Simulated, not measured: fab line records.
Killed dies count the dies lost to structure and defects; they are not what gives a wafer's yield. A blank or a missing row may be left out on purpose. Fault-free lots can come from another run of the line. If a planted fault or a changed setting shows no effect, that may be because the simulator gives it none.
fab line records	flow nand_harc
record lots=12	wafers=36	last_day=33
route steps=1302 shown P_CONTACT@237 P_M0@274 P_M1@293
lots untouched by any fault: they come from a run of this same line in which no faults occurred
start_h: hours from the record's first day to the start of the lot's first wafer shown	wait_h: time in hours since the lot's previous step	" identical to the entry in the row above	L1.1+2: several wafers, shown together as one row	- value missing, or start not given	* or withheld: withheld	< > ~ a bound
route shown NAME@n: names a module that has steps shown in the file, with the first one's number in the route	usual: mean/standard deviation taken from wafers without a fault	same: alike in all rows	chamber/n: place in a boat	sites: the reading at each site	_std_site: how widely they spread, as a standard deviation	_edge_site: mean of outer sites minus mean of inner sites	radius_mm: how far each site lies from the wafer's centre	mask NAME#n: copy n	behind: the tool/chamber that last shaped the wafer	hold: reason for holding the lot/hours on hold/outcome of the hold	device: the transistor (n, p or np) that didn't switch	end of line: tests run on the same wafers once the route is complete	a step given without rows: its recipe and nothing more	killed: count of dies lost to structure and defects at first sort (not the wafer's yield)	map: the dies of a wafer, with x for killed, . for not killed, _ for no die there
set.NAME: the setting as run; set.NAME@STEP: as run at that earlier step	model.NAME: the simulator's own value behind a step, which no gauge read
one table for each step of the route and one row for each wafer, over a sample of lots
services: from which hour (start_h, from the record's first day; less than 0 if before it) a tool's chamber was out of use, for how many hours, and why
## steps
# step NHARC_P_CONTACT_ETCH_36
# recipe target_depth_a=2600	over_etch_frac=0.25	time_s=406.25	ion_energy_ev=200	n2_flow_sccm=150	h2_flow_sccm=150	ar_flow_sccm=0	rf_w=400	bias_w=150	chemistry=N2/H2
# usual drypump_motor_current_A=5.9/0.5	oes_product_au=1.002/0.012	rf_vpp_V=430.5/3	showerhead_plenum_p_Torr=2.04/0.1	throttle_valve_pct=14.172/0.0096
# same time_s=406.25
lot.wafer	tool	chamber	start_h	wait_h	drypump_motor_current_A	oes_product_au	rf_hours_counter_h	rf_vpp_V	showerhead_plenum_p_Torr	throttle_valve_pct
L609.3	rie_diel-07	0	-	-	6.0	1.006	1.0	425.3	1.90	14.165
L609.2	"	1	"	"	4.8	1.011	1.0	427.3	1.92	14.170
L609.6	"	0	"	"	6.0	1.010	-	427.3	1.90	14.165
L610.2	rie_diel-03	3	-	-	6.5	1.009	1.2	434.6	2.21	14.176
L610.4	"	2	"	"	5.3	1.003	1.5	431.6	2.06	14.182
L610.5	"	3	"	"	6.5	0.997	-	436.7	2.21	14.177
L611.1	rie_diel-03	1	-	-	6.0	0.993	1.7	429.9	2.04	14.164
L611.3	"	2	"	"	5.3	1.007	1.8	431.3	2.06	14.161
L611.2	"	3	"	"	6.5	0.998	1.6	436.0	2.21	14.179
L613.1	rie_diel-13	2	-	-	6.2	1.016	0.4	431.7	2.06	14.166
L613.2	"	0	"	"	5.8	1.002	1.0	429.6	2.03	14.176
L613.5	"	3	"	"	6.4	0.980	-	426.6	1.90	14.154
L614.3	rie_diel-03	2	-	-	5.3	1.008	2.4	430.2	2.06	14.169
L614.4	"	3	"	"	6.5	0.990	2.3	435.0	2.20	14.160
L614.6	"	0	"	"	5.3	1.024	-	430.7	2.10	14.174
L616.2	rie_diel-13	2	-	-	6.1	1.025	1.1	430.1	2.06	14.164
L616.6	"	2	"	"	6.1	1.012	-	431.3	2.06	14.162
L616.5	"	3	"	"	6.5	0.979	-	425.9	1.90	14.185
L617.4	rie_diel-07	3	-	-	6.1	1.007	6.4	434.2	2.17	14.161
L617.3	"	0	"	"	6.0	1.020	6.0	427.4	1.89	14.175
L617.5	"	0	"	"	6.0	1.006	-	427.2	1.89	14.175
L620.2	rie_diel-13	0	-	-	5.8	1.006	2.3	430.7	2.03	14.178
L620.5	"	3	"	"	6.5	0.969	-	427.1	1.90	14.161
L620.6	"	0	"	"	5.8	1.002	-	431.8	2.03	14.178
L621.4	rie_diel-03	2	-	-	5.3	0.986	4.8	430.7	2.06	14.162
L621.2	"	3	"	"	6.5	0.984	4.8	435.1	2.20	14.172
L621.1	"	1	"	"	6.0	1.008	5.0	431.0	2.04	14.162
L624.1	rie_diel-07	1	-	-	4.8	0.989	0.1	426.2	1.92	14.172
L624.2	"	2	"	"	6.2	1.008	0.1	434.2	2.18	14.186
L624.4	"	0	"	"	6.0	1.024	0.1	425.5	1.89	14.178
L627.3	rie_diel-13	1	-	-	6.4	0.987	4.4	429.3	1.95	14.150
L627.2	"	2	"	"	6.1	0.994	3.9	430.9	2.06	14.181
L627.6	"	1	"	"	6.4	0.983	-	428.6	1.95	14.186
L628.2	rie_diel-03	0	-	-	5.3	0.995	1.6	432.9	2.10	14.178
L628.3	"	1	"	"	6.0	0.986	1.6	429.4	2.04	14.162
L628.4	"	2	"	"	5.3	0.995	1.6	429.4	2.06	14.182
# step NHARC_P_M0_PVD_20
# recipe target_thk_a=50	bias_v=168.6	power_w=15000	chamber_pressure_pa=0.12	time_s=8.06	substrate_temp_c=50	material=TaN
# usual throttle_valve_pct=30.5/0.88
# same time_s=8.06
lot.wafer	tool	chamber	start_h	wait_h	throttle_valve_pct
L609.2	pvd_sputter-03	-	-	-	30.9
L609.3	"	-	"	"	30.1
L609.6	"	-	"	"	30.3
L610.4	pvd_sputter-01	-	-	-	30.5
L610.2	"	-	"	"	29.3
L610.5	"	-	"	"	30.0
L611.1	pvd_sputter-01	-	-	-	31.9
L611.2	"	-	"	"	30.6
L611.3	"	-	"	"	30.3
L613.2	pvd_sputter-01	-	-	-	30.2
L613.1	"	-	"	"	29.3
L613.5	"	-	"	"	30.2
L614.3	pvd_sputter-03	-	-	-	31.2
L614.4	"	-	"	"	29.3
L614.6	"	-	"	"	31.1
L616.2	pvd_sputter-03	-	-	-	29.6
L616.5	"	-	"	"	29.6
L616.6	"	-	"	"	31.0
L617.3	pvd_sputter-01	-	-	-	29.9
L617.4	"	-	"	"	31.5
L617.5	"	-	"	"	29.7
L620.2	pvd_sputter-03	-	-	-	29.5
L620.5	"	-	"	"	29.5
L620.6	"	-	"	"	31.0
L621.1	pvd_sputter-03	-	-	-	29.6
L621.2	"	-	"	"	31.7
L621.4	"	-	"	"	29.6
L624.2	pvd_sputter-01	-	-	-	30.2
L624.4	"	-	"	"	31.6
L624.1	"	-	"	"	29.7
L627.2	pvd_sputter-02	-	-	-	30.6
L627.3	"	-	"	"	28.9
L627.6	"	-	"	"	30.5
L628.3	pvd_sputter-02	-	-	-	31.0
L628.2	"	-	"	"	28.8
L628.4	"	-	"	"	32.1
# step NHARC_P_M0_ANNEAL_30
# recipe temp_c=225	time_s=90
# usual wafer_temp_C_max=226.6/0.57
# same time_s=90
lot.wafer	tool	chamber	start_h	wait_h	wafer_temp_C_max
L609.2	rtp_anneal-01	0	159.78	0.3	226.8
L609.3	"	0	"	"	227.2
L609.6	"	0	"	"	226.5
L610.2	rtp_anneal-01	0	173.05	-	227.3
L610.4	"	0	"	"	226.9
L610.5	"	0	"	"	226.7
L611.1	rtp_anneal-01	0	177.95	0.3	227.7
L611.2	"	0	"	"	227.4
L611.3	"	0	"	"	226.9
L613.1	rtp_anneal-01	0	203.60	0.3	227.7
L613.2	"	0	"	"	227.7
L613.5	"	0	"	"	227.1
L614.3	rtp_anneal-02	0	210.17	0.3	225.8
L614.4	"	0	"	"	226.4
L614.6	"	0	"	"	225.6
L616.2	rtp_anneal-02	0	232.25	-	226.0
L616.5	"	0	"	"	225.9
L616.6	"	0	"	"	226.2
L617.3	rtp_anneal-02	0	253.31	-	226.4
L617.4	"	0	"	"	226.3
L617.5	"	0	"	"	226.1
L620.2	rtp_anneal-02	0	267.17	-	226.7
L620.5	"	0	"	"	225.7
L620.6	"	0	"	"	226.0
L621.1	rtp_anneal-02	0	282.23	-	226.0
L621.2	"	0	"	"	226.0
L621.4	"	0	"	"	226.3
L624.1	rtp_anneal-02	0	309.68	0.3	226.6
L624.2	"	0	"	"	226.7
L624.4	"	0	"	"	226.3
L627.2	rtp_anneal-02	0	343.82	0.3	226.2
L627.3	"	0	"	"	226.4
L627.6	"	0	"	"	225.7
L628.2	rtp_anneal-02	0	351.02	0.3	225.5
L628.3	"	0	"	"	226.7
L628.4	"	0	"	"	225.9
# step NHARC_P_M1_PEB_07
# recipe peb_temp_c=100	peb_time_s=65
# usual heater_power_total_W=156.7/0.42	plate_temp_C=100.04/0.12
lot.wafer	tool	chamber	start_h	wait_h	heater_power_total_W	plate_temp_C
L609.2	litho_track-06	0	161.70	0.1	157.2	99.96
L609.3	"	0	"	"	157.2	100.04
L609.6	"	0	"	"	156.1	99.92
L610.2	litho_track-06	0	175.13	0.1	156.6	100.32
L610.4	"	0	"	"	156.2	100.11
L610.5	"	0	"	"	157.0	100.14
L611.1	litho_track-04	0	180.09	0.1	157.2	99.87
L611.2	"	0	"	"	155.9	99.93
L611.3	"	0	"	"	157.0	100.05
L613.1	litho_track-06	0	205.76	0.1	157.0	99.87
L613.2	"	0	"	"	156.7	99.86
L613.5	"	0	"	"	156.8	99.99
L614.3	litho_track-04	0	212.07	0.0	156.8	100.24
L614.4	"	0	"	"	156.2	100.13
L614.6	"	0	"	"	157.0	100.09
L616.2	litho_track-06	0	234.31	0.1	157.2	99.82
L616.5	"	0	"	"	156.8	100.19
L616.6	"	0	"	"	156.1	99.94
L617.3	litho_track-06	0	255.34	0.0	156.3	99.99
L617.4	"	0	"	"	157.1	100.01
L617.5	"	0	"	"	156.4	99.97
L620.2	litho_track-04	0	269.26	0.1	160.8	101.85
L620.5	"	0	"	"	159.9	101.75
L620.6	"	0	"	"	160.0	101.73
L621.1	litho_track-04	0	284.36	0.1	160.3	101.74
L621.2	"	0	"	"	160.0	101.71
L621.4	"	0	"	"	160.6	101.44
L624.1	litho_track-01	0	311.69	0.1	157.2	99.83
L624.2	"	0	"	"	156.8	99.85
L624.4	"	0	"	"	157.1	99.84
L627.2	litho_track-01	0	345.90	0.1	157.1	100.15
L627.3	"	0	"	"	155.9	100.17
L627.6	"	0	"	"	157.0	99.95
L628.2	litho_track-01	0	353.10	0.1	156.5	100.06
L628.3	"	0	"	"	156.5	100.08
L628.4	"	0	"	"	156.8	100.22
# step NHARC_P_M1_CD_MEAS_09
# recipe target_cd_nm=130	landing_energy_ev=500
# usual cd_nm=130.3/0.76
# same landing_energy_ev=500
lot.wafer	tool	chamber	start_h	wait_h	cd_nm
L609.2	cd_sem-01	0	161.78	-	128.8
L609.3	"	0	"	"	129.7
L609.6	"	0	"	"	131.0
L610.2	cd_sem-01	0	175.21	-	129.9
L610.4	"	0	"	"	129.1
L610.5	"	0	"	"	128.5
L611.1	cd_sem-03	0	180.17	-	131.0
L611.2	"	0	"	"	131.7
L611.3	"	0	"	"	130.7
L613.1	cd_sem-01	0	205.84	-	129.3
L613.2	"	0	"	"	129.6
L613.5	"	0	"	"	130.5
L614.3	cd_sem-01	0	212.15	-	131.0
L614.4	"	0	"	"	130.8
L614.6	"	0	"	"	131.1
L616.2	cd_sem-01	0	234.39	-	130.9
L616.5	"	0	"	"	129.1
L616.6	"	0	"	"	129.3
L617.3	cd_sem-03	0	255.42	-	129.4
L617.4	"	0	"	"	128.9
L617.5	"	0	"	"	128.8
L620.2	cd_sem-02	0	269.34	-	137.0
L620.5	"	0	"	"	136.5
L620.6	"	0	"	"	136.3
L621.1	cd_sem-03	0	284.44	-	136.8
L621.2	"	0	"	"	136.8
L621.4	"	0	"	"	137.4
L624.1	cd_sem-03	0	311.76	-	131.7
L624.2	"	0	"	"	129.4
L624.4	"	0	"	"	129.7
L627.2	cd_sem-02	0	345.98	-	130.1
L627.3	"	0	"	"	129.8
L627.6	"	0	"	"	129.6
L628.2	cd_sem-03	0	353.18	-	129.9
L628.3	"	0	"	"	131.5
L628.4	"	0	"	"	130.6
## services
tool	chamber	start_h	hours	kind
rie_diel-07	2	131.06	35.1	repair
rie_diel-07	3	146.32	6.7	repair
litho_track-01	-	155.00	7.0	pm
pvd_sputter-01	-	158.12	1.4	repair
rie_diel-13	2	164.65	5.0	repair
rie_diel-13	-	165.00	9.0	pm
pvd_sputter-03	-	170.00	10.0	pm
litho_track-06	-	179.01	7.0	pm
rie_diel-13	2	179.09	7.3	repair
rie_diel-03	2	184.09	4.3	repair
rie_diel-07	2	184.54	11.3	repair
litho_track-04	-	203.00	7.0	pm
rie_diel-07	2	210.74	13.1	repair
rie_diel-03	0	223.08	5.4	repair
pvd_sputter-01	-	226.03	10.0	pm
rie_diel-13	3	228.61	31.7	repair
rie_diel-03	2	258.87	4.8	repair
rie_diel-03	-	281.30	9.0	pm
pvd_sputter-03	-	288.72	68.7	repair
rie_diel-07	-	294.20	9.0	pm
rie_diel-03	-	294.67	1.5	repair
rie_diel-03	2	332.04	8.3	repair
rie_diel-13	-	342.00	9.0	pm
rie_diel-13	-	351.75	0.1	repair
## key
first_sign step=NHARC_P_M1_PEB_07	reading=plate_temp_C	direction=up	sigmas=14	usual=*	struck=*
effect step=NHARC_P_M1_PEB_07	reading=heater_power_total_W	direction=up	sigmas=8.6	usual=*	struck=*
effect step=NHARC_P_M1_CD_MEAS_09	reading=cd_nm	direction=up	sigmas=8.5	usual=130.3	struck=136.8
met_at NHARC_P_M1_PEB_07
struck_lots L620,L621
rows_end L621.1,L621.2,L621.4
not_acting_at NHARC_P_CONTACT_ETCH_36,NHARC_P_M0_PVD_20,NHARC_P_M0_ANNEAL_30
onset_between 212.07 269.26
fault kind=process_parameter_drift	tool=litho_track-04	chamber=-	onset_h=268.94	steps=NHARC_P_M1_PEB_07	channel=peb_temp_c	offset=*	shape=step	end_h=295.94	acts_in=*	stated=*
# rows_end: these wafers met a further fault down the route, and their rows from its step on are left out
